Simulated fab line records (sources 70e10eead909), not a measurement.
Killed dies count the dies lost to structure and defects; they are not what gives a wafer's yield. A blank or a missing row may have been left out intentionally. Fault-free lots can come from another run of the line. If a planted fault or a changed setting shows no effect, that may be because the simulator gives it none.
Which tool did it? | flow nandHarc | 13 lots with 39 wafers sampled at 6 steps, on a route of 1159 steps

== WHAT EACH GAUGE READ, for each wafer ==
NHARC_A_M0_INSPECT_11. Usual: rawDefectCount reads 30 (standard deviation 14).
lot  | measured     | on               | rawDefectCount | flag
L685 | day 17 10:29 | defectInspect-01 | 12 10 12       | 
L688 | day 17 16:28 | defectInspect-01 | 16 9 18        | 
L687 | day 17 17:47 | defectInspect-02 | 21 17 20       | 
L686 | day 17 18:58 | defectInspect-01 | 33 49 42       | 
L689 | day 17 22:08 | defectInspect-02 | 9 5 9          | 
L690 | day 18 13:18 | defectInspect-01 | 30 41 34       | 
L691 | day 18 16:48 | defectInspect-01 | 17 9 13        | 
L693 | day 19 10:04 | defectInspect-01 | 51 36 42       | 
L700 | day 21 15:25 | defectInspect-02 | 31 33 26       | 
L699 | day 21 18:24 | defectInspect-01 | 28 30 56       | 
L704 | day 22 11:17 | defectInspect-01 | 54 82 70       | 
L706 | day 22 19:41 | defectInspect-01 | 34 28 41       | 
L707 | day 23 13:46 | defectInspect-02 | 37 44 49       | 

NHARC_A_M0_INSPECT_27. Usual: rawDefectCount reads 444 (standard deviation 130).
lot  | measured     | on               | rawDefectCount | flag
L685 | day 17 13:06 | defectInspect-02 | 375 731 384    | 
L688 | day 17 19:03 | defectInspect-02 | 281 219 231    | 
L687 | day 17 20:22 | defectInspect-01 | 356 446 727    | 
L686 | day 17 21:33 | defectInspect-01 | 579 350 300    | 
L689 | day 18 00:52 | defectInspect-01 | 454 503 324    | 
L690 | day 18 15:51 | defectInspect-02 | 379 526 447    | 
L691 | day 18 19:22 | defectInspect-01 | 535 733 467    | 
L693 | day 19 12:36 | defectInspect-02 | 464 418 394    | 
L700 | day 21 17:59 | defectInspect-02 | 313 494 448    | 
L699 | day 21 20:56 | defectInspect-02 | 544 719 560    | 
L704 | day 22 14:14 | defectInspect-01 | 397 313 310    | 
L706 | day 22 22:17 | defectInspect-01 | 446 486 607    | 
L707 | day 23 16:19 | defectInspect-01 | 404 410 741    | 

NHARC_A_M1_CD_MEAS_09: the cd target is 120 nm. Usual: cdNm reads 120.0 nm (standard deviation 0.58).
lot  | measured     | on       | cdNm (nm)         | flag
L685 | day 17 14:29 | cdSem-01 | 120.4 120.7 120.5 | 
L688 | day 17 20:25 | cdSem-03 | 121.1 120.8 121.2 | 
L687 | day 17 21:38 | cdSem-02 | 120.5 121.2 121.3 | 
L686 | day 17 22:50 | cdSem-03 | 120.2 120.1 119.9 | 
L689 | day 18 02:15 | cdSem-01 | 119.8 119.6 119.5 | 
L690 | day 18 17:33 | cdSem-02 | 119.6 119.9 119.9 | 
L691 | day 18 20:44 | cdSem-02 | 120.2 120.1 120.0 | 
L693 | day 19 14:00 | cdSem-01 | 119.4 119.3 118.9 | 
L700 | day 21 19:23 | cdSem-02 | 126.9 126.6 126.2 | OFF
L699 | day 21 22:20 | cdSem-03 | 127.5 126.9 127.3 | OFF
L704 | day 22 16:20 | cdSem-02 | 120.3 120.3 120.3 | 
L706 | day 23 00:53 | cdSem-01 | 119.2 119.5 119.3 | 
L707 | day 23 17:35 | cdSem-02 | 120.5 120.0 120.4 | 

NHARC_END_SORT_01. Usual: defectLimitedYield 95.6 %, standard deviation 1.7; killedAtArray 27, standard deviation 11; killedAtOther 0.7, standard deviation 0.93; killedAtPeriphery 2.9, standard deviation 1.9; killedDies 30, standard deviation 11; killedOpen 3.1, standard deviation 1.7; killedShort 1.9, standard deviation 1.3; sort_bin_2_pct 1.4 %, standard deviation 0.68; sort_bin_3_pct 0.28 %, standard deviation 0.25; sort_bin_4_pct 2.8 %, standard deviation 1.1; sortNPass 647, standard deviation 11; sortRimYieldPct 95.4 %, standard deviation 2.7; sortYieldPct 95.6 %, standard deviation 1.7.
lot  | measured     | on        | defectLimitedYield (%) | killedAtArray | killedAtOther | killedAtPeriphery | killedDies | killedOpen | killedShort | sort_bin_2_pct (%) | sort_bin_3_pct (%) | sort_bin_4_pct (%) | sortNPass   | sortRimYieldPct (%) | sortYieldPct (%) | flag
L699 | day 23 08:01 | prober-01 | 96.6 96.2 93.2         | 23 25 43      | 0 1 2         | 0 0 1             | 23 26 46   | 1 2 1      | 3 0 6       | 1.3 2.2 2.5        | 0 0 0.59           | 2.1 1.6 3.7        | 654 651 631 | 96.2 92.5 92.5      | 96.6 96.2 93.2   | 
L704 | day 24 06:13 | prober-02 | 92.5                   | 45            | 2             | 4                 | 51         | 3          | 1           | 2.5                | 0.74               | 4.3                | 626         | 92.5                | 92.5             | 

== EACH LOT AND THE TOOL THAT RAN IT (in order: tool; ch and the chambers of the sampled wafers; start) ==
lot  | NHARC_A_M0_PVD_21                      | NHARC_A_M1_PEB_07
L685 | pvdSputter-03, day 17 13:06 or earlier | lithoTrack-04 ch 0, day 17 14:25
L688 | pvdSputter-01, day 17 19:03 or earlier | lithoTrack-04 ch 0, day 17 20:20
L687 | pvdSputter-01, day 17 20:22 or earlier | lithoTrack-04 ch 0, day 17 21:34
L686 | pvdSputter-03, day 17 21:33 or earlier | lithoTrack-06 ch 0, day 17 22:46
L689 | pvdSputter-02, day 18 00:52 or earlier | lithoTrack-04 ch 0, day 18 02:10
L690 | pvdSputter-02, day 18 15:51 or earlier | lithoTrack-01 ch 0, day 18 17:28
L691 | pvdSputter-03, day 18 19:22 or earlier | lithoTrack-06 ch 0, day 18 20:39
L693 | pvdSputter-02, day 19 12:36 or earlier | lithoTrack-06 ch 0, day 19 13:55
L700 | pvdSputter-03, day 21 17:59 or earlier | lithoTrack-06 ch 0, day 21 19:19
L699 | pvdSputter-01, day 21 20:56 or earlier | lithoTrack-06 ch 0, day 21 22:16
L704 | pvdSputter-02, day 22 14:14 or earlier | lithoTrack-04 ch 0, day 22 16:15
L706 | pvdSputter-03, day 22 22:17 or earlier | lithoTrack-01 ch 0, day 23 00:48
L707 | pvdSputter-03, day 23 16:19 or earlier | lithoTrack-01 ch 0, day 23 17:30
- NHARC_A_M0_PVD_21: deposits Cu, target thk 30 nm, time 20.49 s.
- NHARC_A_M1_PEB_07: peb time 65 s.

== AS READ BY THE TOOLS THEMSELVES (means over the sampled wafers that have a number; for cases with no such wafer, the mark the record gives instead) ==
NHARC_A_M0_PVD_21. Usual: throttleValvePct reads 30.0 % (standard deviation 1.1).
lot  | tool          | throttleValvePct (%) | flag
L685 | pvdSputter-03 | 30.3                 | 
L688 | pvdSputter-01 | 29.9                 | 
L687 | pvdSputter-01 | 30.9                 | 
L686 | pvdSputter-03 | 30.1                 | 
L689 | pvdSputter-02 | 30.7                 | 
L690 | pvdSputter-02 | 29.6                 | 
L691 | pvdSputter-03 | 29.3                 | 
L693 | pvdSputter-02 | 29.9                 | 
L700 | pvdSputter-03 | 29.2                 | 
L699 | pvdSputter-01 | 30.1                 | 
L704 | pvdSputter-02 | 30.5                 | 
L706 | pvdSputter-03 | 29.2                 | 
L707 | pvdSputter-03 | 30.6                 | 

== THE ANSWER, worked out from the rows above alone ==
Rule: a lot counts as off when the mean over its wafers that have a number is more than 3 standard deviations away from the usual mean. Also off: a lot with no number at a reading for which 4 or more lots have one. Any other lot the step has rows for is counted as sound. After the gauges, taken in route order, come the tools' own readings; for these a lot's mean is taken, as printed above. The first step at which some lot is off is used, and at that step the reading that is off furthest; a lot without a number counts as furthest.
Off at NHARC_A_M1_CD_MEAS_09 (cdNm): L700, L699.
A tool fits if, at a process step before that reading, it ran every lot that is off, and no sound lot after the first of them. The gauges at NHARC_A_M1_CD_MEAS_09 are tried like those tools. With no start given for some of its lots, NHARC_A_M0_PVD_21 uses the hours and lot order of NHARC_A_M0_INSPECT_27. One fits: lithoTrack-06 at NHARC_A_M1_PEB_07. Its last sound lot is L693 (day 19 13:55), its first lot that is off L700 (day 21 19:19): a fault that began between those two fits.

== WHAT THE SIMULATOR HAD PUT IN ==
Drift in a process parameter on lithoTrack-06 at NHARC_A_M1_PEB_07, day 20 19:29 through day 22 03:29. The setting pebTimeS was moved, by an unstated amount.
Shown lots that were struck: L700, L699. This agrees with what the rule above found.
